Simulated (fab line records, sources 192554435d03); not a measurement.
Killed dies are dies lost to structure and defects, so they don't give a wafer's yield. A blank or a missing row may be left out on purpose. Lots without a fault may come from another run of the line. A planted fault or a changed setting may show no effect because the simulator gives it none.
fab line records | flow n5_finfet
record lots=15 wafers=43 last_day=20
route steps=1938 shown BEOL_M11@1551
lots that met no fault: from a run of the same line without faults
start_h: hours from the record's first day to the start of the lot's first wafer shown | wait_h: hours since the lot's step before | " the same as in the row above | L1.1+2: a row that stands for several wafers | - no value, or no start given | * or withheld: withheld | < > ~ a bound
route shown NAME@n: a module of which the file shows steps, and the number in the route of the first | usual: mean/standard deviation of fault-free wafers | same: alike in all rows | chamber/n: place in a boat | sites: the reading at each site | _std_site: their standard deviation | _edge_site: outer sites' mean less inner sites' | radius_mm: how far each site lies from the wafer's centre | mask NAME#n: copy n | behind: the tool/chamber that last shaped the wafer | hold: why the lot was held/for how many hours/how that ended | device: the transistor (n, p or np) that didn't switch | end of line: the same wafers' tests at the end of the route | a step without rows: its recipe alone | killed: dies lost to structure and defects at the first sort, not the wafer's yield | map: a wafer's dies, x killed, . not, _ none there
set.NAME: the setting as run; set.NAME@STEP: as run at that earlier step | model.NAME: the simulator's own value behind a step, which no gauge read
steps of the route over a sample of lots; a table a step, a row a wafer
services: from which hour (start_h, from the record's first day; less than 0 if before it) a tool's chamber was out of use, for how many hours, and why
## steps
# step N5_BEOL_M11_INSPECT_13
# recipe mode=adi inspect_instrument=brightfield
# usual raw_defect_count=391/91
# columns lot.wafer tool chamber start_h wait_h raw_defect_count
L427.1 defect_inspect-01 - 268.13 0.0 268
L427.5 " - " " 334
L427.6 " - " " 315
L426.1 defect_inspect-02 - 296.58 0.0 383
L426.3 " - " " 407
L426.5 " - " " 329
L428.1 defect_inspect-01 - 300.59 0.0 411
L428.3 " - " " 401
L428.4 " - " " 381
L429.2 defect_inspect-01 - 310.45 0.0 291
L429.5 " - " " 421
L429.6 " - " " 370
L436.1 defect_inspect-01 - 347.20 0.0 449
L436.3 " - " " 685
L436.5 " - " " 502
L437.5 defect_inspect-01 - 353.51 0.0 300
L437.6 " - " " 366
L432.4 defect_inspect-01 - 364.69 0.0 576
L432.6 " - " " 395
L442.1 defect_inspect-02 - 379.60 0.0 395
L442.4 " - " " 446
L442.6 " - " " 420
L440.3 defect_inspect-02 - 380.07 0.0 411
L440.5 " - " " 275
L440.6 " - " " 190
L445.1 defect_inspect-01 - 385.67 0.0 531
L445.2 " - " " 473
L445.4 " - " " 393
L443.1 defect_inspect-02 - 404.15 0.0 348
L443.2 " - " " 345
L443.6 " - " " 364
L446.2 defect_inspect-02 - 408.33 0.0 347
L446.3 " - " " 337
L446.6 " - " " 334
L447.2 defect_inspect-02 - 422.80 0.0 367
L447.5 " - " " 333
L447.6 " - " " 350
L449.2 defect_inspect-02 - 424.17 0.0 325
L449.3 " - " " 221
L449.5 " - " " 331
L448.1 defect_inspect-02 - 431.69 0.0 282
L448.2 " - " " 367
L448.4 " - " " 355
# step N5_BEOL_M11_STRIP_67
# recipe chemistry=CF4 resist=SiARC power_w=300 bias_power_w=75 pressure_mtorr=50 cf4_flow_sccm=150 rf_frequency_hz=6e+07
# usual chamber_pressure_mTorr=50.01/0.042 drypump_motor_current_A=5.6/0.34 oes_product_au=0.80/0.091 rf_vpp_V=270.7/1.7 showerhead_plenum_p_Torr=1.78/0.068 throttle_valve_pct=13.62/0.23
# columns lot.wafer tool chamber start_h wait_h chamber_pressure_mTorr drypump_motor_current_A oes_product_au rf_hours_counter_h rf_vpp_V showerhead_plenum_p_Torr throttle_valve_pct
L427.1 rie_diel-05 1 268.40 0.0 50.03 5.4 0.73 175 271.7 1.80 13.63
L427.5 " 1 " " 50.05 5.4 0.72 - 272.1 1.80 13.62
L427.6 " 0 " " 50.06 5.9 0.94 - 270.3 1.76 13.44
L426.1 rie_diel-05 2 297.21 0.0 49.95 5.2 0.74 178 269.0 1.72 14.10
L426.3 " 3 " " 49.92 5.7 0.92 18 271.0 1.83 13.53
L426.5 " 3 " " 50.10 5.7 0.93 - 272.8 1.83 13.53
L428.1 rie_diel-05 2 300.86 0.0 50.00 5.2 0.73 180 269.0 1.72 14.10
L428.3 " 1 " " 50.07 5.3 0.71 182 270.2 1.79 13.64
L428.4 " 0 " " 50.02 5.9 0.92 28 268.8 1.76 13.46
L429.2 rie_diel-05 3 310.71 0.0 49.98 5.7 0.91 22 271.9 1.83 13.55
L429.5 " 0 " " 50.02 5.9 0.91 - 271.2 1.76 13.46
L429.6 " 1 " " 50.07 5.3 0.71 - 272.5 1.79 13.63
L436.1 rie_diel-02 2 347.58 0.0 50.02 6.1 0.73 191 272.4 1.85 13.41
L436.3 " 3 " " 50.01 5.1 0.76 152 268.1 1.66 13.64
L436.5 " 0 " " 50.04 5.1 0.72 - 272.7 1.85 13.55
L437.5 rie_diel-06 0 353.79 0.0 49.95 5.9 0.70 - 269.5 1.70 13.90
L437.6 " 3 " " 50.02 5.7 0.98 - 270.8 1.76 13.57
L432.4 rie_diel-05 2 364.95 0.0 49.98 5.2 0.72 197 268.7 1.72 14.14
L432.6 " 0 " " 50.12 5.9 0.89 - 268.6 1.75 13.51
L442.1 rie_diel-02 3 380.28 0.0 50.05 5.1 0.75 161 267.8 1.66 13.67
L442.4 " 2 " " 49.98 6.1 0.72 197 272.7 1.85 13.43
L442.6 " 0 " " 50.06 5.1 0.72 - 271.4 1.85 13.55
L440.3 rie_diel-06 2 380.46 0.0 50.05 6.1 0.90 22 274.7 1.90 13.16
L440.5 " 1 " " 50.00 5.6 0.83 - 270.9 1.75 13.64
L440.6 " 0 " " 50.05 5.9 0.69 - 268.2 1.70 13.94
L445.1 rie_diel-02 2 386.21 0.0 50.02 6.1 0.72 200 272.0 1.85 13.41
L445.2 " 3 " " 50.04 5.2 0.75 164 267.7 1.65 13.68
L445.4 " 3 " " 50.06 5.2 0.75 - 267.5 1.66 13.66
L443.1 rie_diel-02 0 404.48 0.0 50.00 5.1 0.70 238 272.6 1.84 13.59
L443.2 " 2 " " 49.98 6.1 0.72 208 273.0 1.85 13.44
L443.6 " 2 " " 49.95 6.1 0.72 - 272.0 1.85 13.46
L446.2 rie_diel-06 3 408.60 0.0 49.94 5.7 0.93 22 270.7 1.76 13.62
L446.3 " 2 " " 49.99 6.0 0.87 32 272.7 1.90 13.18
L446.6 " 1 " " 49.99 5.6 0.82 - 269.5 1.75 13.67
L447.2 rie_diel-06 2 423.34 0.0 49.97 6.0 0.87 38 273.0 1.90 13.18
L447.5 " 1 " " 50.04 5.6 0.81 - 268.2 1.74 13.67
L447.6 " 2 " " 49.99 6.0 0.87 - 272.6 1.90 13.18
L449.2 rie_diel-02 0 424.44 0.0 49.99 5.1 0.70 245 271.3 1.84 13.61
L449.3 " 1 " " 50.08 5.9 0.83 64 271.8 1.82 13.45
L449.5 " 3 " " 49.98 5.1 0.74 - 268.1 1.65 13.71
L448.1 rie_diel-05 3 431.95 0.0 49.93 5.7 0.85 56 271.6 1.82 13.62
L448.2 " 2 " " 50.03 5.2 0.71 219 268.8 1.71 14.19
L448.4 " 0 " " 50.07 5.9 0.86 67 270.5 1.75 13.55
# step N5_BEOL_M11_HM_OPEN_17
# recipe chemistry=Cl2/BCl3 target_depth_a=200 overetch_a=60 target=TiN mask_material=SOC ion_energy_ev=150 pressure_mtorr=10 icp_w=1000 bias_w=126 Cl2_flow_sccm=53.25 bcl3_flow_sccm=21.75 Ar_flow_sccm=25
# usual bcl3_flow_sccm=21.75/0.069 bias_w=126.0/0.38 chamber_pressure_mTorr=10.000/0.0091 drypump_motor_current_A=5.8/0.52 oes_ar_750_au=0.80/0.071 oes_product_au=0.68/0.061 rf_fwd_power_W=993/3.3 throttle_valve_pct=21.99/0.21
# columns lot.wafer tool chamber start_h wait_h bcl3_flow_sccm bias_w chamber_pressure_mTorr drypump_motor_current_A oes_ar_750_au oes_product_au rf_fwd_power_W rf_hours_counter_h throttle_valve_pct
L427.1 rie_metal-01 1 268.44 0.0 21.62 126.9 9.986 5.2 0.65 0.56 1003 104 22.18
L427.5 " 0 " " 21.65 125.8 9.999 6.1 0.90 0.76 992 - 21.89
L427.6 " 1 " " 21.66 126.4 9.990 5.2 0.66 0.56 997 - 22.18
L426.1 rie_metal-01 0 297.26 0.0 21.67 126.4 9.998 6.1 0.88 0.74 996 12 21.93
L426.3 " 1 " " 21.75 125.5 9.994 5.2 0.65 0.55 991 - 22.19
L426.5 " 1 " " 21.70 125.1 10.006 5.1 0.65 0.55 994 - 22.19
L428.1 rie_metal-02 1 300.90 0.0 21.75 125.5 9.987 6.2 0.77 0.63 989 51 21.91
L428.3 " 1 " " 21.73 125.6 9.999 6.2 0.77 0.65 992 - 21.90
L428.4 " 0 " " 21.83 125.8 10.012 6.2 0.74 0.63 993 - 21.97
L429.2 rie_metal-02 1 310.75 0.0 21.74 126.3 10.006 6.2 0.76 0.63 994 52 21.91
L429.5 " 0 " " 21.83 126.1 10.009 6.2 0.74 0.63 998 - 21.96
L429.6 " 1 " " 21.69 126.5 10.002 6.2 0.76 0.64 993 - 21.89
L436.1 rie_metal-02 1 347.62 0.0 21.83 126.2 10.003 6.2 0.76 0.58 988 54 22.02
L436.3 " 0 " " 21.79 125.9 10.000 6.2 0.74 0.63 999 - 21.97
L436.5 " 0 " " 21.70 125.5 9.991 6.2 0.73 0.63 996 - 21.97
L437.5 rie_metal-02 1 353.88 0.1 21.86 126.0 9.995 6.2 0.76 0.62 990 - 21.93
L437.6 " 0 " " 21.81 126.0 10.011 6.2 0.74 0.56 996 - 22.09
L432.4 rie_metal-02 1 365.02 0.1 21.78 125.6 9.993 6.2 0.76 0.63 992 - 21.94
L432.6 " 1 " " 21.87 126.4 10.020 6.2 0.75 0.57 993 - 22.01
L442.1 rie_metal-01 0 380.32 0.0 21.68 125.8 10.021 6.1 0.85 0.70 993 21 21.95
L442.4 " 1 " " 21.80 126.3 9.985 5.1 0.94 0.80 999 - 22.00
L442.6 " 1 " " 21.71 126.3 10.008 5.1 0.95 0.80 1001 - 21.97
L440.3 rie_metal-01 0 380.56 0.1 21.79 126.0 10.002 6.2 0.85 0.71 995 - 21.93
L440.5 " 1 " " 21.73 125.9 10.010 5.1 0.95 0.80 996 - 21.98
L440.6 " 0 " " 21.78 126.0 9.991 6.2 0.84 0.70 994 - 21.94
L445.1 rie_metal-03 0 386.25 0.0 21.73 125.8 9.991 4.9 0.84 0.73 989 12 21.69
L445.2 " 1 " " 21.65 126.1 9.998 5.5 0.83 0.70 994 30 22.43
L445.4 " 1 " " 21.82 126.5 10.002 5.5 0.84 0.70 991 - 22.42
L443.1 rie_metal-01 0 404.52 0.0 21.77 125.9 10.007 6.1 0.83 0.70 993 24 21.94
L443.2 " 1 " " 21.86 126.5 9.998 5.2 0.93 0.78 998 5 22.00
L443.6 " 0 " " 21.72 125.9 9.986 6.1 0.83 0.70 992 - 21.93
L446.2 rie_metal-01 0 408.64 0.0 21.75 126.2 10.007 6.1 0.83 0.69 995 24 21.96
L446.3 " 0 " " 21.71 125.6 10.004 6.1 0.83 0.70 997 - 21.96
L446.6 " 0 " " 21.75 125.9 10.001 6.1 0.84 0.70 994 - 21.95
L447.2 rie_metal-03 0 423.38 0.0 21.78 125.3 9.991 4.8 0.83 0.71 992 15 21.69
L447.5 " 0 " " 21.77 126.0 10.007 4.9 0.83 0.72 996 - 21.69
L447.6 " 1 " " 21.73 126.3 10.006 5.5 0.83 0.70 991 - 22.41
L449.2 rie_metal-02 1 424.48 0.0 21.80 125.4 9.995 6.2 0.74 0.62 993 62 21.94
L449.3 " 0 " " 21.63 126.2 9.999 6.2 0.71 0.61 995 - 21.99
L449.5 " 1 " " 21.75 125.5 9.993 6.2 0.74 0.62 988 - 21.93
L448.1 rie_metal-03 0 432.00 0.0 21.82 125.5 10.009 4.9 0.83 0.71 990 17 21.69
L448.2 " 1 " " 21.76 125.5 10.003 5.5 0.82 0.69 992 34 22.44
L448.4 " 0 " " 21.76 125.6 10.004 4.9 0.82 0.71 990 - 21.71
# step N5_BEOL_M11_ETCH_65
# recipe chemistry=CF4 target=SiARC target_depth_a=390 mask_material=CAR-ArF time_s=65 ion_energy_ev=80 pressure_mtorr=40 source_w=545 bias_w=36 Ar_flow_sccm=100 cf4_flow_sccm=100 ends=cleared
# usual bias_w=36.02/0.11 chamber_pressure_mTorr=40.00/0.038 drypump_motor_current_A=5.5/0.35 etch_rf_on_time_s=64.9/0.77 oes_product_au=0.67/0.07 rf_fwd_power_W=537/3.1 rf_vpp_V=183.8/1.3 showerhead_plenum_p_Torr=2.12/0.082 throttle_valve_pct=15.67/0.23
# columns lot.wafer tool chamber start_h wait_h bias_w chamber_pressure_mTorr drypump_motor_current_A etch_rf_on_time_s oes_product_au rf_fwd_power_W rf_hours_counter_h rf_vpp_V showerhead_plenum_p_Torr throttle_valve_pct
L427.1 rie_diel-05 2 271.23 0.0 35.96 40.01 5.2 66.1 0.62 535 171 183.2 2.05 16.10
L427.5 " 0 " " 35.94 40.06 5.9 65.8 0.79 541 - 184.0 2.11 15.55
L427.6 " 3 " " 35.89 39.96 5.7 65.2 0.80 543 - 183.8 2.19 15.62
L426.1 rie_diel-02 3 298.48 0.0 35.87 39.93 5.1 63.2 0.67 529 138 182.3 1.98 15.63
L426.3 " 2 " " 36.03 39.98 6.1 64.7 0.63 535 177 184.0 2.22 15.36
L426.5 " 2 " " 36.05 39.95 6.1 64.7 0.63 535 - 184.6 2.22 15.38
L428.1 rie_diel-06 2 302.18 0.0 36.05 40.00 6.1 66.0 0.57 539 249 182.3 2.03 15.64
L428.3 " 3 " " 36.03 40.00 5.7 65.9 0.57 539 249 183.4 2.11 16.17
L428.4 " 0 " " 36.05 39.94 5.9 65.7 0.60 532 220 183.2 2.04 15.88
L429.2 rie_diel-05 2 312.32 0.0 36.00 39.93 5.2 65.4 0.62 534 183 181.3 2.05 16.13
L429.5 " 2 " " 36.24 39.98 5.2 65.6 0.63 534 - 183.1 2.05 16.12
L429.6 " 3 " " 36.01 40.02 5.7 65.0 0.78 541 - 186.5 2.18 15.61
L436.1 rie_diel-05 3 349.68 0.0 36.12 40.03 5.7 65.1 0.76 538 32 183.3 2.18 15.66
L436.3 " 0 " " 36.18 39.98 5.9 65.6 0.76 535 41 183.2 2.10 15.59
L436.5 " 2 " " 36.14 40.02 5.2 65.6 0.61 535 - 181.9 2.04 16.13
L437.5 rie_diel-05 0 354.70 0.0 36.13 39.99 5.9 65.6 0.77 539 - 183.7 2.10 15.59
L437.6 " 3 " " 35.97 40.00 5.7 65.3 0.75 540 - 184.5 2.18 15.66
L432.4 rie_diel-05 3 365.99 0.0 36.00 40.01 5.7 65.2 0.76 539 36 185.0 2.18 15.67
L432.6 " 1 " " 36.05 39.99 5.4 65.3 0.60 538 - 184.0 2.13 15.65
L442.1 rie_diel-02 0 383.16 0.0 36.01 40.05 5.1 65.2 0.61 538 228 184.7 2.21 15.56
L442.4 " 0 " " 36.08 39.94 5.1 65.1 0.61 540 - 185.5 2.21 15.56
L442.6 " 2 " " 36.04 40.02 6.0 65.3 0.61 539 - 184.2 2.21 15.43
L440.3 rie_diel-05 1 383.49 0.0 36.10 39.91 5.3 65.2 0.60 540 206 183.5 2.12 15.66
L440.5 " 3 " " 36.13 39.93 5.7 65.1 0.74 541 - 184.5 2.18 15.69
L440.6 " 0 " " 36.01 39.99 5.9 65.6 0.75 538 - 185.2 2.10 15.62
L445.1 rie_diel-05 0 387.11 0.0 35.98 40.05 5.9 65.5 0.75 538 52 183.7 2.10 15.60
L445.2 " 3 " " 36.06 39.98 5.7 65.2 0.74 536 43 183.9 2.18 15.69
L445.4 " 1 " " 36.06 40.00 5.3 65.6 0.59 537 207 184.0 2.12 15.65
L443.1 rie_diel-06 1 405.31 0.0 35.90 39.98 5.6 64.3 0.71 538 80 182.8 2.08 15.69
L443.2 " 3 " " 35.75 40.01 5.7 65.7 0.79 542 20 185.4 2.10 15.70
L443.6 " 2 " " 36.09 40.02 6.1 64.9 0.75 540 - 186.6 2.27 15.22
L446.2 rie_diel-05 2 410.55 0.0 36.13 39.99 5.2 66.6 0.60 536 212 181.2 2.04 16.17
L446.3 " 1 " " 35.92 39.99 5.3 65.0 0.59 541 216 184.0 2.12 15.67
L446.6 " 2 " " 36.11 39.96 5.2 66.4 0.59 536 - 181.5 2.04 16.20
L447.2 rie_diel-02 0 425.31 0.0 36.00 39.99 5.1 65.1 0.60 535 245 185.2 2.20 15.59
L447.5 " 0 " " 35.92 40.02 5.1 65.1 0.60 534 - 184.6 2.20 15.59
L447.6 " 3 " " 36.02 40.05 5.1 63.1 0.65 533 - 182.6 1.97 15.71
L449.2 rie_diel-02 1 425.78 0.0 36.12 40.00 5.8 64.7 0.72 540 64 184.0 2.18 15.51
L449.3 " 0 " " 36.15 40.03 5.1 65.3 0.60 537 245 185.5 2.20 15.59
L449.5 " 2 " " 35.88 40.01 6.1 65.3 0.61 534 - 183.9 2.21 15.45
L448.1 rie_diel-05 3 434.86 0.0 35.83 40.02 5.7 64.8 0.73 541 57 184.5 2.17 15.71
L448.2 " 1 " " 36.00 40.02 5.3 64.1 0.59 540 224 183.5 2.12 15.68
L448.4 " 0 " " 36.16 40.00 5.8 65.5 0.73 539 68 184.2 2.09 15.64
# step N5_BEOL_M11_VIA_ETCH_34
# recipe chemistry=C4F6/O2 target=SiCOH_lowk target_depth_a=1845 mask_material=SOC taper_deg=4 time_s=69.2 ion_energy_ev=250 pressure_mtorr=30 source_w=345 bias_w=185 Ar_flow_sccm=300 C4F6_flow_sccm=10 O2_flow_sccm=10
# usual bias_w=185.0/0.54 chamber_pressure_mTorr=30.003/0.027 drypump_motor_current_A=5.5/0.35 oes_ar_750_au=0.78/0.081 oes_product_au=0.78/0.084 rf_fwd_power_W=341.7/1.6 rf_vpp_V=666/9.1 showerhead_plenum_p_Torr=2.82/0.11 throttle_valve_pct=20.95/0.25
# columns lot.wafer tool chamber start_h wait_h bias_w chamber_pressure_mTorr drypump_motor_current_A oes_ar_750_au oes_product_au rf_fwd_power_W rf_hours_counter_h rf_vpp_V showerhead_plenum_p_Torr throttle_valve_pct
L427.1 rie_diel-05 2 271.40 0.0 186.1 29.963 5.2 0.74 0.74 339.9 171 657 2.72 21.41
L427.5 " 0 " " 184.1 30.003 5.9 0.93 0.94 342.7 - 677 2.81 20.99
L427.6 " 3 " " 184.9 29.982 5.7 0.93 0.96 343.9 - 669 2.91 21.01
L426.1 rie_diel-02 3 298.66 0.0 185.2 30.013 5.1 0.77 0.77 339.8 138 655 2.63 20.89
L426.3 " 2 " " 185.4 30.030 6.1 0.73 0.74 339.8 177 678 2.95 20.62
L426.5 " 2 " " 185.1 30.033 6.1 0.73 0.73 340.3 - 678 2.95 20.64
L428.1 rie_diel-06 2 302.35 0.0 184.9 29.996 6.0 0.68 0.66 344.2 249 661 2.69 20.87
L428.3 " 3 " " 184.7 29.972 5.7 0.67 0.67 342.4 249 669 2.81 21.46
L428.4 " 0 " " 185.5 29.977 5.9 0.70 0.70 339.8 221 664 2.71 21.14
L429.2 rie_diel-05 2 312.49 0.0 185.7 30.005 5.2 0.73 0.73 339.2 183 656 2.72 21.42
L429.5 " 2 " " 184.7 29.982 5.2 0.72 0.73 339.3 - 658 2.72 21.43
L429.6 " 3 " " 184.8 30.006 5.7 0.91 0.92 342.0 - 669 2.91 21.04
L436.1 rie_diel-05 3 349.86 0.0 185.6 29.990 5.7 0.89 0.50 341.1 32 668 2.90 20.92
L436.3 " 0 " " 186.1 30.004 5.9 0.90 0.90 343.2 41 676 2.80 21.00
L436.5 " 2 " " 184.4 29.987 5.2 0.72 0.72 340.2 - 657 2.71 21.44
L437.5 rie_diel-05 0 354.88 0.0 184.8 29.982 5.9 0.90 0.89 342.5 - 674 2.80 20.99
L437.6 " 3 " " 185.4 30.018 5.7 0.88 0.39 343.7 - 668 2.90 20.91
L432.4 rie_diel-05 3 366.17 0.0 184.5 30.008 5.7 0.88 0.89 343.0 36 669 2.90 21.05
L432.6 " 1 " " 184.9 29.976 5.4 0.71 0.40 344.2 - 656 2.81 20.70
L442.1 rie_diel-02 0 383.33 0.0 184.2 30.010 5.1 0.71 0.70 342.9 228 677 2.93 20.75
L442.4 " 0 " " 185.1 30.037 5.1 0.73 0.71 343.2 - 677 2.93 20.77
L442.6 " 2 " " 184.8 29.993 6.1 0.72 0.71 341.0 - 679 2.94 20.66
L440.3 rie_diel-05 1 383.67 0.0 185.0 30.029 5.4 0.70 0.69 343.2 206 656 2.81 20.81
L440.5 " 3 " " 184.0 30.001 5.7 0.87 0.88 343.0 - 668 2.90 21.06
L440.6 " 0 " " 185.0 30.029 5.9 0.88 0.86 342.9 - 678 2.79 21.01
L445.1 rie_diel-05 0 387.29 0.0 184.4 30.044 5.9 0.88 0.87 342.1 52 675 2.79 21.02
L445.2 " 3 " " 185.1 29.971 5.7 0.87 0.87 343.3 43 669 2.90 21.05
L445.4 " 1 " " 185.3 30.012 5.3 0.70 0.70 342.5 207 655 2.81 20.80
L443.1 rie_diel-06 1 405.48 0.0 186.3 29.988 5.6 0.82 0.83 343.2 81 655 2.76 21.03
L443.2 " 3 " " 185.3 29.983 5.7 0.92 0.93 342.3 20 669 2.79 21.10
L443.6 " 2 " " 184.7 30.050 6.1 0.88 0.89 343.3 - 671 3.02 20.54
L446.2 rie_diel-05 2 410.73 0.0 185.7 30.016 5.2 0.71 0.70 341.0 212 658 2.71 21.49
L446.3 " 1 " " 185.1 30.020 5.3 0.70 0.69 343.7 216 656 2.80 20.82
L446.6 " 2 " " 185.4 30.016 5.2 0.71 0.71 339.6 - 656 2.71 21.46
L447.2 rie_diel-02 0 425.49 0.0 184.9 30.013 5.1 0.70 0.69 341.7 245 677 2.93 20.78
L447.5 " 0 " " 185.2 29.982 5.1 0.71 0.69 339.7 - 676 2.93 20.81
L447.6 " 3 " " 185.1 29.998 5.2 0.74 0.74 337.3 - 653 2.61 20.95
L449.2 rie_diel-02 1 425.95 0.0 184.0 30.027 5.9 0.84 0.85 343.7 64 665 2.89 20.85
L449.3 " 0 " " 185.0 29.972 5.1 0.70 0.70 340.3 245 675 2.93 20.81
L449.5 " 2 " " 185.9 29.937 6.1 0.70 0.71 341.0 - 678 2.93 20.67
L448.1 rie_diel-05 3 435.03 0.0 185.6 30.051 5.7 0.85 0.85 341.3 57 669 2.89 21.08
L448.2 " 1 " " 185.7 29.970 5.3 0.69 0.69 342.8 224 656 2.80 20.84
L448.4 " 0 " " 185.1 30.012 5.9 0.86 0.86 343.1 68 675 2.79 21.05
# step N5_BEOL_M11_OCD_MEAS_38
# usual trench_depth_nm=148.5/1.6
# columns lot.wafer tool chamber start_h wait_h trench_depth_nm
L427.1 ocd-02 - 271.69 - 147.8
L427.5 " - " " 147.0
L427.6 " - " " 148.3
L426.1 ocd-02 - 298.94 - 151.8
L426.3 " - " " 149.6
L426.5 " - " " 151.7
L428.1 ocd-02 - 302.63 - 145.3
L428.3 " - " " 147.3
L428.4 " - " " 146.0
L429.2 ocd-02 - 312.78 - 147.4
L429.5 " - " " 146.9
L429.6 " - " " 149.9
L436.1 ocd-02 - 350.14 - 42.9
L436.3 " - " " 146.8
L436.5 " - " " 147.3
L437.5 ocd-01 - 355.14 - 148.0
L437.6 " - " " 15.1
L432.4 ocd-02 - 366.45 - 149.4
L432.6 " - " " 43.7
L442.1 ocd-02 - 383.61 - 147.7
L442.4 " - " " 146.8
L442.6 " - " " 147.4
L440.3 ocd-02 - 383.96 - 147.7
L440.5 " - " " 147.9
L440.6 " - " " 148.5
L445.1 ocd-02 - 387.57 - 147.0
L445.2 " - " " 148.9
L445.4 " - " " 147.0
L443.1 ocd-01 - 405.77 - 148.0
L443.2 " - " " 149.3
L443.6 " - " " 149.7
L446.2 ocd-01 - 411.01 - 146.8
L446.3 " - " " 147.6
L446.6 " - " " 146.7
L447.2 ocd-01 - 425.77 - 147.1
L447.5 " - " " 146.9
L447.6 " - " " 149.4
L449.2 ocd-02 - 426.24 - 148.7
L449.3 " - " " 144.8
L449.5 " - " " 148.5
L448.1 ocd-02 - 435.32 - 147.7
L448.2 " - " " 148.1
L448.4 " - " " 147.8
# step N5_BEOL_M11_THK_MEAS_53
# recipe thk_meas_gauge=xrf reads=Cu_of_BEOL_M11_ECD_50
# usual M11_THK=135.2/2
# columns lot.wafer tool chamber start_h wait_h M11_THK[nm]
L427.1 film_metro-01 - 274.12 - 135.1
L427.5 " - " " 133.8
L427.6 " - " " 135.6
L426.1 film_metro-02 - 303.26 - 137.8
L426.3 " - " " 134.7
L426.5 " - " " 137.4
L428.1 film_metro-02 - 306.81 - 131.2
L428.3 " - " " 133.5
L428.4 " - " " 131.7
L429.2 film_metro-01 - 315.55 - 135.2
L429.5 " - " " 131.6
L429.6 " - " " 135.6
L436.1 film_metro-02 - 352.84 - -
L436.3 " - " " 134.7
L436.5 " - " " 135.5
L437.5 film_metro-01 - 359.32 - 136.4
L437.6 " - " " -
L432.4 film_metro-02 - 369.39 - 137.2
L432.6 " - " " -
L442.1 film_metro-01 - 386.17 - 133.4
L442.4 " - " " 132.2
L442.6 " - " " 134.1
L440.3 film_metro-01 - 387.35 - 136.8
L440.5 " - " " 136.2
L440.6 " - " " 135.4
L445.1 film_metro-02 - 391.67 - 132.9
L445.2 " - " " 133.8
L445.4 " - " " 132.1
L443.1 film_metro-01 - 408.85 - 136.8
L443.2 " - " " 136.4
L443.6 " - " " 135.8
L446.2 film_metro-02 - 413.35 - 132.0
L446.3 " - " " 134.2
L446.6 " - " " 132.9
L447.2 film_metro-01 - 428.47 - 136.0
L447.5 " - " " 134.8
L447.6 " - " " 139.0
L449.2 film_metro-02 - 428.98 - 134.6
L449.3 " - " " 130.6
L449.5 " - " " 133.1
L448.1 film_metro-01 - 438.60 - 136.6
L448.2 " - " " 135.4
L448.4 " - " " 135.4
# step N5_BEOL_M11_RS_MEAS_57
# recipe thk_meas_gauge=four-point-probe reads=Cu_of_BEOL_M11_ECD_50+Co_of_BEOL_M11_CVD_75+TaN_of_BEOL_M11_ALD_74
# usual M11_RS=0.1512/0.0021
# columns lot.wafer tool chamber start_h wait_h M11_RS[ohm/sq]
L427.1 film_metro-01 - 274.24 0.0 0.1527
L427.5 " - " " 0.1549
L427.6 " - " " 0.1523
L426.1 film_metro-02 - 303.38 0.0 0.1471
L426.3 " - " " 0.1515
L426.5 " - " " 0.1484
L428.1 film_metro-01 - 306.93 0.0 0.1552
L428.3 " - " " 0.1524
L428.4 " - " " 0.1544
L429.2 film_metro-02 - 315.67 0.0 0.1512
L429.5 " - " " 0.1550
L429.6 " - " " 0.1499
L436.1 film_metro-02 - 352.97 0.0 -
L436.3 " - " " 0.1517
L436.5 " - " " 0.1504
L437.5 film_metro-02 - 359.45 0.0 0.1501
L437.6 " - " " -
L432.4 film_metro-02 - 369.54 0.1 0.1484
L432.6 " - " " -
L442.1 film_metro-01 - 386.32 0.1 0.1525
L442.4 " - " " 0.1536
L442.6 " - " " 0.1511
L440.3 film_metro-02 - 387.48 0.0 0.1501
L440.5 " - " " 0.1506
L440.6 " - " " 0.1513
L445.1 film_metro-01 - 391.79 0.0 0.1519
L445.2 " - " " 0.1513
L445.4 " - " " 0.1529
L443.1 film_metro-01 - 408.98 0.0 0.1513
L443.2 " - " " 0.1509
L443.6 " - " " 0.1505
L446.2 film_metro-01 - 413.47 0.0 0.1536
L446.3 " - " " 0.1509
L446.6 " - " " 0.1521
L447.2 film_metro-01 - 428.59 0.0 0.1521
L447.5 " - " " 0.1535
L447.6 " - " " 0.1495
L449.2 film_metro-02 - 429.10 0.0 0.1500
L449.3 " - " " 0.1560
L449.5 " - " " 0.1519
L448.1 film_metro-01 - 438.72 0.0 0.1519
L448.2 " - " " 0.1531
L448.4 " - " " 0.1522
## services
# columns tool chamber start_h hours kind
rie_metal-02 - 244.51 14.6 pm
rie_diel-02 3 245.31 7.2 repair
rie_metal-03 - 278.33 28.1 pm
rie_diel-02 1 304.26 7.9 repair
rie_diel-06 2 306.74 - clean
rie_diel-06 2 306.74 - consumable_replace:focus_ring
rie_diel-06 2 306.74 - consumable_replace:showerhead
rie_diel-06 2 306.74 12.8 scheduled_down
rie_diel-06 2 306.74 12.8 vent_cycle
rie_diel-06 3 318.44 5.6 repair
rie_diel-06 3 324.08 - clean
rie_diel-06 3 324.08 - consumable_replace:focus_ring
rie_diel-06 3 324.08 20.3 scheduled_down
rie_diel-06 3 324.08 20.3 vent_cycle
rie_diel-02 - 356.59 0.6 repair
rie_metal-01 0 365.66 2.9 repair
rie_metal-03 - 380.14 2.8 pm
rie_diel-02 1 381.87 25.8 repair
rie_diel-05 - 387.54 2.8 pm
rie_diel-06 0 388.10 - clean
rie_diel-06 0 388.10 - consumable_replace:focus_ring
rie_diel-06 0 388.10 - consumable_replace:showerhead
rie_metal-01 0 414.56 19.4 repair
rie_diel-02 1 430.99 5.1 repair
## key
first_sign step=N5_BEOL_M11_VIA_ETCH_34 reading=oes_product_au direction=down sigmas=4.2 usual=0.78 struck=0.43
effect step=N5_BEOL_M11_OCD_MEAS_38 reading=trench_depth_nm direction=down sigmas=72 usual=148.5 struck=33.9
effect step=N5_BEOL_M11_THK_MEAS_53 reading=M11_THK direction=missing
effect step=N5_BEOL_M11_RS_MEAS_57 reading=M11_RS direction=missing
met_at N5_BEOL_M11_HM_OPEN_17
struck_lots L432,L436,L437
struck_wafers L432.6,L436.1,L437.6
later_rows_left_out L432.6,L436.1,L437.6
sort_left_out L432.6,L436.1,L437.6
not_acting_at N5_BEOL_M11_INSPECT_13,N5_BEOL_M11_STRIP_67,N5_BEOL_M11_ETCH_65
onset_between 310.75 347.62
fault kind=process_parameter_drift tool=rie_metal-02 chamber=- onset_h=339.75 steps=N5_BEOL_M11_HM_OPEN_17 channel=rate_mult offset=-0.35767 shape=step end_h=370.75 scope=struck_wafers_only
# sort_left_out: the simulated sort isn't trusted on such a fault, so these wafers' sort isn't shown, and their yield isn't known
# later_rows_left_out: the simulator's readings of these wafers behind a module that went badly wrong aren't trusted and aren't shown, but for the sort
